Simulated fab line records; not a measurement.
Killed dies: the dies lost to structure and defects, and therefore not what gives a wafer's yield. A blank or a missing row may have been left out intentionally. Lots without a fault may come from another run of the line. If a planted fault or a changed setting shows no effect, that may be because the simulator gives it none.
Problem report in the 8D (eight disciplines) form, filled by code | flow nand-harc | the parts of the form that need people (team, actions taken, sign-off) are left out

## 1. THE ISSUE
At NHARC_A_CHANNEL_HOLE_D2_CD_MEAS_10, cd-nm averages 91.2 nm over 3 wafers from 3 lots, while fault-free wafers read 100.3 nm, standard deviation 0.74. Relative to the usual mean, that is a shift of -12 standard deviations.
The step: target cd 100 nm.
Seen first at day 17 18:25 on cd-sem-03, wafer L899.5. The record holds 31 wafers of 11 lots with a number at this step. Rule for "out" (also "out of limits"): further than 4 standard deviations from the usual mean. Any other wafer with a number is counted as sound.

## 2. WHAT IT IS, WHAT IT ISN'T
question                    | is                     | is not
which readings at this step | cd-nm                  | -
which lots                  | L898, L899, L900       | L888, L893, L895, L897, L906, L908, L909, L910
which wafers of those lots  | L898.1, L899.5, L900.5 | L898.2, L899.3, L899.4, L900.6
read on which gauges        | cd-sem-01, cd-sem-03   | cd-sem-02
when                        | from day 17 18:25      | up to then (14 sound wafers); but 14 sound wafers of L898, L900, L906, L908, L909, L910 came after

## 3. WHAT RULES OUT EACH SUSPECT
Counting: any tool at a process step up to the reading remains a suspect provided it ran every lot that is out. Sound lots after the first of them don't rule it out here, since some wafers of a struck lot are sound.
- the gauge at NHARC_A_CHANNEL_HOLE_D2_CD_MEAS_10 is ruled out. The wafers that are out were read on 2 gauges (cd-sem-01, cd-sem-03).
- litho-track-01 at NHARC_A_CHANNEL_HOLE_D2_PEB_08 (peb time 65 s): kept. Every lot that is out went through it, the first being L899 (day 17 18:20); the last sound lot it ran before that was L895 (day 17 02:13). Its own readings are out on those wafers: heater-power-total-W.
Left after counting: litho-track-01 at NHARC_A_CHANNEL_HOLE_D2_PEB_08.

## 4. THE CAUSE (what the simulator had put in)
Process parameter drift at NHARC_A_CHANNEL_HOLE_D2_PEB_08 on litho-track-01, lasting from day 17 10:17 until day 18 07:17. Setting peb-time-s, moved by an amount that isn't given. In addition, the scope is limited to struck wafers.
After counting, this tool was the only one left.

## 5. THE EFFECT CHAIN, in route order
Each row: a reading where the mean over the struck wafers with a number is more than 3 standard deviations away from the usual. Only readings for which the record gives a usual standard deviation are gone through. hours: the time from each lot's start at the first step in this table that gives one to its start at this step, as a median over the lots. sigmas: the change in usual standard deviations.
hours | step                               | reading              | usual    | on struck wafers | change | sigmas
0     | NHARC_A_CHANNEL_HOLE_D2_PEB_08     | heater-power-total-W | 156.6 W  | 182.2            | +25.6  | +63
0     | NHARC_A_CHANNEL_HOLE_D2_CD_MEAS_10 | cd-nm                | 100.3 nm | 91.2             | -9.1   | -12
1     | NHARC_A_CHANNEL_HOLE_D2_CD_MEAS_18 | cd-nm                | 99.9 nm  | 89.9             | -10.0  | -3.8
7     | NHARC_A_CHANNEL_HOLE_D2_CD_MEAS_31 | cd-nm                | 89.4 nm  | 80.2             | -9.2   | -5.4
7     | NHARC_A_CHANNEL_HOLE_D2_XSEM_32    | bot-cd-nm            | 74.0 nm  | 64.8             | -9.2   | -5.1
Its process steps:
- NHARC_A_CHANNEL_HOLE_D2_PEB_08: peb time 65 s.
- NHARC_A_CHANNEL_HOLE_D2_XSEM_32
Later measuring or inspecting steps at which every struck wafer that the step has a row for has a number for every such reading, and none has moved that far: NHARC_END_SORT_01.

## 6. WHAT WOULD HAVE CAUGHT IT SOONER
In this record the first reading out of limits at a measuring or inspecting step was taken at day 17 18:25, 8 hours after the fault began at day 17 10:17.
Tool's own readings at NHARC_A_CHANNEL_HOLE_D2_PEB_08, heater-power-total-W: out on all struck wafers the step has rows for; an alarm limit on them would have tripped on the first.
Lots out: 3; of these, L898, L900 started NHARC_A_CHANNEL_HOLE_D2_PEB_08 on litho-track-01 after day 17 18:25. A hold on the tool at that time would have spared those 2.
